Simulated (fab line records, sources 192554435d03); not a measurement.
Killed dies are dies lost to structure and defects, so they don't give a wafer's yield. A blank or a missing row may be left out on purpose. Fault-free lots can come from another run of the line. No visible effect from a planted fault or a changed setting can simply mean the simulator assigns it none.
Split-lot study ; flow n5-finfet ; on a route of 1938 steps: 7 lots, 39 wafers read

SPLIT DETAILS
At N5_DUMMY_GATE_ETCH_37 (etches SOC in N2/H2, target depth 60 nm, overetch 30 nm), the setting source-w was moved away from the recipe's 840 W on 15 of the 39 wafers read, by -14.2% to +17.7%. The other wafers ran this setting at the recipe's value.

The reading comes from the split's own step.

THE READING
rf-vpp-V, in V, at N5_DUMMY_GATE_ETCH_37 (etches SOC in N2/H2, target depth 60 nm, overetch 30 nm). Typical for fault-free wafers on this fab line: 524.5 V, with standard deviation 2.5 V.

wafer;tool, chamber at the split;source-w as run, W;against the recipe;rf-vpp-V, V;against lot-mates on the recipe
L074.1;rie-diel-04, 3;988.7;+17.7%;498.6;-25.2
L074.2;rie-diel-04, 0;840;recipe;521.6;-
L074.3;rie-diel-04, 1;988.7;+17.7%;494.5;-29.3
L074.4;rie-diel-04, 2;840;recipe;525.3;-
L074.5;rie-diel-04, 2;840;recipe;524.6;-
L074.6;rie-diel-04, 1;988.7;+17.7%;492.9;-30.9
L076.1;rie-diel-02, 2;720.9;-14.2%;550.1;+25.3
L076.2;rie-diel-02, 1;720.9;-14.2%;553.2;+28.4
L076.3;rie-diel-02, 0;720.9;-14.2%;551.6;+26.8
L076.4;rie-diel-02, 2;840;recipe;523.4;-
L076.5;rie-diel-02, 1;840;recipe;526.0;-
L076.6;rie-diel-02, 0;840;recipe;525.1;-
L090.1;rie-diel-02, 3;840;recipe;527.5;-
L090.2;rie-diel-02, 0;883.9;+5.2%;513.7;-12.3
L090.3;rie-diel-02, 1;840;recipe;527.5;-
L090.4;rie-diel-02, 2;883.9;+5.2%;513.8;-12.2
L090.5;rie-diel-02, 3;883.9;+5.2%;520.2;-5.8
L090.6;rie-diel-02, 2;840;recipe;523.1;-
L091.1;rie-diel-02, 1;840;recipe;525.9;-
L091.5;rie-diel-02, 3;840;recipe;530.3;-
L091.6;rie-diel-02, 0;840;recipe;524.7;-
L094.1;rie-diel-05, 2;840;recipe;521.7;-
L094.2;rie-diel-05, 0;840;recipe;525.6;-
L094.3;rie-diel-05, 3;840;recipe;523.4;-
L094.4;rie-diel-05, 3;840;recipe;522.9;-
L094.5;rie-diel-05, 2;840;recipe;521.3;-
L094.6;rie-diel-05, 0;840;recipe;525.6;-
L095.1;rie-diel-02, 3;840;recipe;529.4;-
L095.2;rie-diel-02, 2;840;recipe;523.2;-
L095.3;rie-diel-02, 0;890;+6.0%;513.4;-12.4
L095.4;rie-diel-02, 1;840;recipe;524.9;-
L095.5;rie-diel-02, 1;890;+6.0%;518.1;-7.7
L095.6;rie-diel-02, 0;890;+6.0%;513.9;-11.9
L097.1;rie-diel-04, 3;840;recipe;523.5;-
L097.2;rie-diel-04, 0;986.1;+17.4%;500.7;-22.3
L097.3;rie-diel-04, 2;840;recipe;524.8;-
L097.4;rie-diel-04, 1;840;recipe;520.7;-
L097.5;rie-diel-04, 2;986.1;+17.4%;498.3;-24.7
L097.6;rie-diel-04, 1;986.1;+17.4%;491.7;-31.3

FIT RESULTS
A straight line over all 39 wafers: rf-vpp-V changes by -1.71 V for each +1% of source-w; r = -0.98; the points scatter about the line by 2.7 V.
The same after taking each lot's own level away (the mean of its wafers on the recipe; 39 wafers): -1.67 V for each +1%; r = -0.98; scatter 2.6 V.
Per that fit: largest source-w move, reading shift of 30 V.
From 523.00 to 526.97 V: that is the span of the lots' own levels, equal to 1.6 times the standard deviation above.
Consequently the slope shifts little with the lot-to-lot level, the two slopes agreeing.
Check: for one of the wafers moved furthest among these (+17.7%), held out of the fit, the line's prediction against its lot-mates is -29.7 V. It came out at -25.2 V against them.
Tool readings at the split's step, against how far the setting was moved: rf-vpp-V r = -0.98.

THE OTHER SPLITS THESE WAFERS WENT THROUGH
Before the reading, these wafers also passed through other splits. Each is held against what the fit with the lots' levels taken away leaves over:
other split on the same wafers;wafers away from the commonest value;r with rf-vpp-V (lot level and that fit taken away)
N5_DUMMY_GATE_EXPOSE_12 dose-mj;12;+0.10

FILE'S OWN FIT
rf-vpp-V changes by -1.65 V for each +1% of source-w, r = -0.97.
